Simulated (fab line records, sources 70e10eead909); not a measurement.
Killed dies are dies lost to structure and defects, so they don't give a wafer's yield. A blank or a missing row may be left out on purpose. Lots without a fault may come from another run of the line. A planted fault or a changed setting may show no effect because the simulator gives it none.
A struck lot beside a sound one | flow nand_harc | 35 steps out of a route of 1159
Sound: wafers L393.1, L393.2, L393.3. Struck: wafers L384.1, L384.3, L384.6. The cause comes at the end.
At each step with rows: each side's tool, then ch and its chambers, then its first start. Under that, the readings that differ: sound wafers | struck wafers | difference of the means | sigmas: that difference in standard deviations of wafers without a fault.
alike: readings whose means differ by less than 2 such deviations, and words and numbers that are the same on both sides. not compared: withheld readings, readings that some wafer has no value for, bounds like >300 that may hide the same value, and numbers for which the record gives no deviation and whose values overlap.
The two part at a step that has a row with sigmas, a row that says differs or no value, or rows on one side only. Numbers that don't overlap but have no deviation are shown without sigmas and don't part them. A reading that every wafer of one side lacks parts them only if that side has two wafers or more.

first, 9 steps without rows for these wafers: NHARC_A_SGD_CUT_DESCUM_14 (chemistry O2, time 3 s); NHARC_A_SGD_CUT_ETCH_58 (etches the open film in CF4, target depth 39 nm, time 65 s); NHARC_A_SGD_CUT_ETCH_59 (etches the open film in N2/H2, target depth 260 nm, time 406.25 s); NHARC_A_SGD_CUT_ETCH_15 (etches the open film in CH3F/O2, target depth 75 nm, time 64.3 s); NHARC_A_SGD_CUT_ETCH_16 (etches the open film in C4F8/O2/Ar, target depth 310.5 nm, time 155.2 s); NHARC_A_SGD_CUT_STRIP_60 (strips in C4F8/O2/Ar); NHARC_A_SGD_CUT_STRIP_17 (strips in O2); NHARC_A_SGD_CUT_PRECLEAN_18 (cleans in SC1); NHARC_A_SGD_CUT_SRD_19.
NHARC_A_SGD_CUT_DEP_20: deposits SiO2, target thk 150 nm.
  sound on fcvd-02 ch 0,1, day 19 00:16; struck on fcvd-01 ch 0, day 17 02:07
then, 24 steps without rows for these wafers: NHARC_A_SGD_CUT_ANNEAL_27 (time 1800 s); NHARC_A_SGD_CUT_CMP_21 (polishes, target thk 148.19 nm); NHARC_A_SGD_CUT_SRD_23; NHARC_A_SGD_CUT_ETCH_26 (etches SiO2 in dHF, target depth 45.8 nm); NHARC_A_SGD_CUT_ETCHBACK_24 (etches the open film in CH3F/O2, target depth 50 nm, time 92.857 s); NHARC_A_SGD_CUT_STRIP_28 (strips in O2, time 20 s); NHARC_A_SLIT_DEP_25 (deposits SiO2, target thk 200 nm); NHARC_A_SLIT_DEP_00 (deposits aC, target thk 3200 nm); NHARC_A_SLIT_DEP_23 (deposits SiON, target thk 100 nm); NHARC_A_SLIT_DEHYDRATE_01 (time 120 s); NHARC_A_SLIT_HMDS_02 (time 30 s); NHARC_A_SLIT_COAT_03 (resist thk 90 nm); NHARC_A_SLIT_SOFTBAKE_04 (time 55 s); NHARC_A_SLIT_EBR_05; NHARC_A_SLIT_EXPOSE_06 (exposes mask SLIT); NHARC_A_SLIT_PEB_07 (peb time 65 s); NHARC_A_SLIT_DEVELOP_08 (develop time 35 s); NHARC_A_SLIT_DESCUM_14 (chemistry O2, time 3 s); NHARC_A_SLIT_ETCH_24 (etches the open film in CF4/CHF3, target depth 121 nm, time 60.5 s); NHARC_A_SLIT_ETCH_15 (etches the open film in O2/COS, target depth 3200 nm, time 832 s); NHARC_A_SLIT_ETCH_17 (etches the open film in C4F8/O2/Ar, time 1687.5 s, target depth 10100 nm); NHARC_A_SLIT_ETCH_26 (etches the open film in C4F8/O2/Ar, time 90 s, target depth 400 nm); NHARC_A_SLIT_STRIP_28 (strips in O2/COS); NHARC_A_SLIT_ETCH_29 (etches the open film in CF4/O2, target depth 100 nm, overetch 10 nm, time 55 s).
-- the record jumps here: 6 days lie between the struck wafers' starts before and after (it left off in module A_SLIT and takes up again in module END, whose first step shown is number 1159 of the route) --
NHARC_END_SORT_01:
  sound on prober-01 ch 0, day 25 00:40; struck on prober-02 ch 0, day 22 16:35
  reading         | sound    | struck   | difference | sigmas
  killed_at_array | 44 34 30 | 86 83 81 | +47        | +4
  killed_dies     | 46 37 33 | 87 84 84 | +46        | +4
  alike: killed_at_other, killed_at_periphery, killed_open, killed_short

WHERE THEY PART
Only at NHARC_END_SORT_01, within this record.

WHY: what the simulator had put in
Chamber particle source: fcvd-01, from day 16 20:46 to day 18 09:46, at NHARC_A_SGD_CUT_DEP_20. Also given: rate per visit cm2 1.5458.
